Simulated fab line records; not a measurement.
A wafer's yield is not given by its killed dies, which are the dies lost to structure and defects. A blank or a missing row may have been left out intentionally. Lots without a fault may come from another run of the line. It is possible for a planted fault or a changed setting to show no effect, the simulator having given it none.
Chamber matching || flow n5-finfet || N5_BEOL_M0_SAQP_ETCH_107 on rie-diel-02: 4 sister chambers
The step etches SiNx in CH3F/O2, target depth 30 nm. 16 wafers are shown with their chamber, then 8 later ones without.

== WAFERS PAIRED WITH THEIR CHAMBERS ==
{"wafer": "L078.1", "chamber": 0, "drypump-motor-current-A (A)": 5.2, "showerhead-plenum-p-Torr (Torr)": 2.06, "throttle-valve-pct (%)": 16.41}
{"wafer": "L078.2", "chamber": 3, "drypump-motor-current-A (A)": 6.2, "showerhead-plenum-p-Torr (Torr)": 2.06, "throttle-valve-pct (%)": 16.35}
{"wafer": "L078.3", "chamber": 2, "drypump-motor-current-A (A)": 5.9, "showerhead-plenum-p-Torr (Torr)": 1.92, "throttle-valve-pct (%)": 16.43}
{"wafer": "L080.1", "chamber": 0, "drypump-motor-current-A (A)": 5.2, "showerhead-plenum-p-Torr (Torr)": 2.06, "throttle-valve-pct (%)": 16.41}
{"wafer": "L080.4", "chamber": 3, "drypump-motor-current-A (A)": 6.2, "showerhead-plenum-p-Torr (Torr)": 2.06, "throttle-valve-pct (%)": 16.38}
{"wafer": "L080.5", "chamber": 0, "drypump-motor-current-A (A)": 5.2, "showerhead-plenum-p-Torr (Torr)": 2.06, "throttle-valve-pct (%)": 16.44}
{"wafer": "L083.3", "chamber": 2, "drypump-motor-current-A (A)": 5.9, "showerhead-plenum-p-Torr (Torr)": 1.91, "throttle-valve-pct (%)": 16.43}
{"wafer": "L083.5", "chamber": 0, "drypump-motor-current-A (A)": 5.2, "showerhead-plenum-p-Torr (Torr)": 2.06, "throttle-valve-pct (%)": 16.41}
{"wafer": "L083.6", "chamber": 3, "drypump-motor-current-A (A)": 6.3, "showerhead-plenum-p-Torr (Torr)": 2.06, "throttle-valve-pct (%)": 16.38}
{"wafer": "L086.3", "chamber": 2, "drypump-motor-current-A (A)": 5.9, "showerhead-plenum-p-Torr (Torr)": 1.91, "throttle-valve-pct (%)": 16.44}
{"wafer": "L086.4", "chamber": 0, "drypump-motor-current-A (A)": 5.2, "showerhead-plenum-p-Torr (Torr)": 2.06, "throttle-valve-pct (%)": 16.43}
{"wafer": "L086.6", "chamber": 1, "drypump-motor-current-A (A)": 6.3, "showerhead-plenum-p-Torr (Torr)": 2.03, "throttle-valve-pct (%)": 15.96}
{"wafer": "L090.2", "chamber": 1, "drypump-motor-current-A (A)": 6.3, "showerhead-plenum-p-Torr (Torr)": 2.03, "throttle-valve-pct (%)": 15.97}
{"wafer": "L090.3", "chamber": 3, "drypump-motor-current-A (A)": 6.2, "showerhead-plenum-p-Torr (Torr)": 2.06, "throttle-valve-pct (%)": 16.39}
{"wafer": "L090.5", "chamber": 1, "drypump-motor-current-A (A)": 6.3, "showerhead-plenum-p-Torr (Torr)": 2.03, "throttle-valve-pct (%)": 15.97}
{"wafer": "L093.2", "chamber": 1, "drypump-motor-current-A (A)": 6.3, "showerhead-plenum-p-Torr (Torr)": 2.02, "throttle-valve-pct (%)": 16.01}

SIGNATURES (means of the wafers above)
{"reading": "drypump-motor-current-A", "chamber 0": 5.200, "chamber 1": 6.300, "chamber 2": 5.900, "chamber 3": 6.225, "scatter within a chamber": 0.025}
{"reading": "showerhead-plenum-p-Torr", "chamber 0": 2.0600, "chamber 1": 2.0275, "chamber 2": 1.9133, "chamber 3": 2.0600, "scatter within a chamber": 0.00344}
{"reading": "throttle-valve-pct", "chamber 0": 16.4200, "chamber 1": 15.9775, "chamber 2": 16.4333, "chamber 3": 16.3750, "scatter within a chamber": 0.0164}
Rule: for each reading, subtract the chamber's mean from the wafer's reading, divide by that reading's scatter and square the result; add these up over the readings and take the root, which gives the wafer's distance from the chamber. If the next closest chamber is less than 2 further off than the closest, the wafer can't be placed; otherwise it belongs to the closest. The scatter is the square root of a quotient: the sum, over the shown wafers, of each reading's squared deviation from its chamber's mean, divided by wafers minus chambers.

== WAFERS WITHOUT THEIR CHAMBER ==
{"wafer": "L093.5", "drypump-motor-current-A (A)": 6.2, "showerhead-plenum-p-Torr (Torr)": 2.06, "throttle-valve-pct (%)": 16.40}
{"wafer": "L093.6", "drypump-motor-current-A (A)": 5.2, "showerhead-plenum-p-Torr (Torr)": 2.05, "throttle-valve-pct (%)": 16.46}
{"wafer": "L094.2", "drypump-motor-current-A (A)": 5.2, "showerhead-plenum-p-Torr (Torr)": 2.05, "throttle-valve-pct (%)": 16.46}
{"wafer": "L094.4", "drypump-motor-current-A (A)": 5.2, "showerhead-plenum-p-Torr (Torr)": 2.05, "throttle-valve-pct (%)": 16.47}
{"wafer": "L094.5", "drypump-motor-current-A (A)": 6.2, "showerhead-plenum-p-Torr (Torr)": 2.05, "throttle-valve-pct (%)": 16.41}
{"wafer": "L096.3", "drypump-motor-current-A (A)": 6.3, "showerhead-plenum-p-Torr (Torr)": 2.02, "throttle-valve-pct (%)": 15.99}
{"wafer": "L096.5", "drypump-motor-current-A (A)": 5.9, "showerhead-plenum-p-Torr (Torr)": 2.16, "throttle-valve-pct (%)": 16.04}
{"wafer": "L096.6", "drypump-motor-current-A (A)": 6.3, "showerhead-plenum-p-Torr (Torr)": 2.02, "throttle-valve-pct (%)": 15.99}

== EACH ONE'S CHAMBER ==
{"wafer": "L093.5", "from the rows above": 3, "in truth": 3}
{"wafer": "L093.6", "from the rows above": 0, "in truth": 0}
{"wafer": "L094.2", "from the rows above": 0, "in truth": 0}
{"wafer": "L094.4", "from the rows above": 0, "in truth": 0}
{"wafer": "L094.5", "from the rows above": 3, "in truth": 3}
{"wafer": "L096.3", "from the rows above": 1, "in truth": 1}
{"wafer": "L096.5", "from the rows above": 3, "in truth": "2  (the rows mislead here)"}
{"wafer": "L096.6", "from the rows above": 1, "in truth": 1}
7 of 8 placed correctly. Number that these rows cannot place: 0. Number placed wrongly: 1.
